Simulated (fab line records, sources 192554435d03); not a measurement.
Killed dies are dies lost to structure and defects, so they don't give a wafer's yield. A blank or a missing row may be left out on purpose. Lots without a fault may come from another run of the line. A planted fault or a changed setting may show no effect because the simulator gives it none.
Split-lot experiment | flow n5_finfet | 7 lots, 39 wafers read, on a route of 1938 steps

THE SPLIT
At N5_HKMG_FIN_ETCH_55 (etches SOC in N2/H2, target depth 240 nm, time 300 s), the setting bias_w was moved away from the recipe's 150 W on 18 of the 39 wafers read, by -17.2% to +15.6%. The other wafers ran this setting at the recipe's value.

The reading is taken at the split's own step.

THE READING
rf_vpp_V, in V, at N5_HKMG_FIN_ETCH_55 (etches SOC in N2/H2, target depth 240 nm, time 300 s). Fault-free wafers of this fab line usually give 524.6 V, standard deviation 2.6 V.

wafer  | tool, chamber at the split | bias_w as run, W | against the recipe | rf_vpp_V, V | against lot-mates on the recipe
L074.1 | rie_diel-04, 0             | 150              | recipe             | 525.7       | -
L074.2 | rie_diel-04, 2             | 160              | +6.7%              | 547.2       | +21.8
L074.3 | rie_diel-04, 1             | 150              | recipe             | 527.7       | -
L074.4 | rie_diel-04, 3             | 160              | +6.7%              | 545.1       | +19.7
L074.5 | rie_diel-04, 0             | 160              | +6.7%              | 547.8       | +22.4
L074.6 | rie_diel-04, 3             | 150              | recipe             | 522.9       | -
L084.1 | rie_diel-06, 3             | 150              | recipe             | 526.8       | -
L084.5 | rie_diel-06, 0             | 150              | recipe             | 529.1       | -
L084.6 | rie_diel-06, 1             | 150              | recipe             | 521.4       | -
L085.1 | rie_diel-04, 2             | 136.1            | -9.3%              | 492.7       | -30.7
L085.2 | rie_diel-04, 3             | 150              | recipe             | 521.1       | -
L085.3 | rie_diel-04, 0             | 150              | recipe             | 524.2       | -
L085.4 | rie_diel-04, 1             | 136.1            | -9.3%              | 496.0       | -27.4
L085.5 | rie_diel-04, 3             | 136.1            | -9.3%              | 491.6       | -31.8
L085.6 | rie_diel-04, 0             | 150              | recipe             | 525.0       | -
L087.1 | rie_diel-04, 3             | 167.9            | +11.9%             | 560.4       | +34.4
L087.2 | rie_diel-04, 1             | 150              | recipe             | 527.1       | -
L087.3 | rie_diel-04, 2             | 167.9            | +11.9%             | 563.8       | +37.8
L087.4 | rie_diel-04, 0             | 150              | recipe             | 525.2       | -
L087.5 | rie_diel-04, 1             | 150              | recipe             | 525.8       | -
L087.6 | rie_diel-04, 2             | 167.9            | +11.9%             | 563.0       | +37.0
L086.1 | rie_diel-06, 3             | 173.4            | +15.6%             | 579.5       | +55.4
L086.2 | rie_diel-06, 0             | 150              | recipe             | 528.4       | -
L086.3 | rie_diel-06, 1             | 173.4            | +15.6%             | 570.8       | +46.7
L086.4 | rie_diel-06, 2             | 150              | recipe             | 522.1       | -
L086.5 | rie_diel-06, 1             | 173.4            | +15.6%             | 571.5       | +47.4
L086.6 | rie_diel-06, 2             | 150              | recipe             | 521.7       | -
L089.1 | rie_diel-05, 2             | 150              | recipe             | 528.3       | -
L089.2 | rie_diel-05, 0             | 150              | recipe             | 521.2       | -
L089.3 | rie_diel-05, 1             | 150              | recipe             | 525.1       | -
L089.4 | rie_diel-05, 3             | 124.2            | -17.2%             | 467.4       | -57.5
L089.5 | rie_diel-05, 2             | 124.2            | -17.2%             | 468.6       | -56.3
L089.6 | rie_diel-05, 1             | 124.2            | -17.2%             | 466.3       | -58.6
L095.1 | rie_diel-05, 2             | 150              | recipe             | 527.1       | -
L095.2 | rie_diel-05, 1             | 171.6            | +14.4%             | 572.1       | +45.4
L095.3 | rie_diel-05, 3             | 150              | recipe             | 526.6       | -
L095.4 | rie_diel-05, 0             | 171.6            | +14.4%             | 566.9       | +40.2
L095.5 | rie_diel-05, 2             | 171.6            | +14.4%             | 574.9       | +48.2
L095.6 | rie_diel-05, 3             | 150              | recipe             | 526.5       | -

THE FIT
A straight line over all 39 wafers: rf_vpp_V changes by +3.25 V for each +1% of bias_w; r = +1.00; the points scatter about the line by 2.6 V.
The same after taking each lot's own level away (the mean of its wafers on the recipe; 39 wafers): +3.21 V for each +1%; r = +1.00; scatter 2.5 V.
On that fit, the largest move of bias_w shifts the reading by 55 V.
The lots' own levels span 523.43 to 526.73 V, that is 1.3 times the standard deviation above.
So the lot-to-lot level changes the slope little: the two slopes agree.
Check: with one of the wafers moved furthest among these (-17.2%) left out of the fit, the line predicts -55.4 V for it against its lot-mates. It came out at -57.5 V against them.
Tool readings at the split's step, against how far the setting was moved: rf_vpp_V r = +1.00.

OTHER SPLITS ON THESE WAFERS
These wafers also went through other splits before the reading. Each is held against what the fit with the lots' levels taken away leaves over:
other split on the same wafers        | wafers away from the commonest value | r with rf_vpp_V (lot level and that fit taken away)
N5_FIN_SAQP_SPACER1_ALD_24 ald_cycles | 9                                    | -0.08
N5_DUMMY_GATE_EXPOSE_12 dose_mj       | 12                                   | +0.05
N5_DUMMY_GATE_ETCH_31 target_depth_a  | 15                                   | -0.12
N5_DUMMY_GATE_ETCH_42 bias_w          | 15                                   | +0.03
N5_SD_EPI_P_EPI_21 dopant_conc_cm3    | 18                                   | +0.18

THE WHOLE CHAIN: every reading that the file lists as answering this split, in the file's order
step                | what it does                                         | reading                                                                           | change (the file's fit)               | r (the file's)
N5_HKMG_FIN_ETCH_55 | etches SOC in N2/H2, target depth 240 nm, time 300 s | rf_vpp_V                                                                          | +3.2 V for each +1% of the setting    | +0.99
N5_HKMG_FIN_ETCH_55 | etches SOC in N2/H2, target depth 240 nm, time 300 s | etch.depth_nm (the simulator's own value, which no gauge read)                    | +1.19 nm for each +1% of the setting  | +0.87
N5_HKMG_FIN_ETCH_55 | etches SOC in N2/H2, target depth 240 nm, time 300 s | HKMG_FIN.feature_depth_nm (the simulator's own value, which no gauge read)        | +1.19 nm for each +1% of the setting  | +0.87
N5_HKMG_FIN_ETCH_55 | etches SOC in N2/H2, target depth 240 nm, time 300 s | SiARC_of_HKMG_FIN_COAT_42.thk_nm (the simulator's own value, which no gauge read) | -0.178 nm for each +1% of the setting | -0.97

THE FILE'S OWN FIT
rf_vpp_V changes by +3.2 V for each +1% of bias_w, r = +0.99.
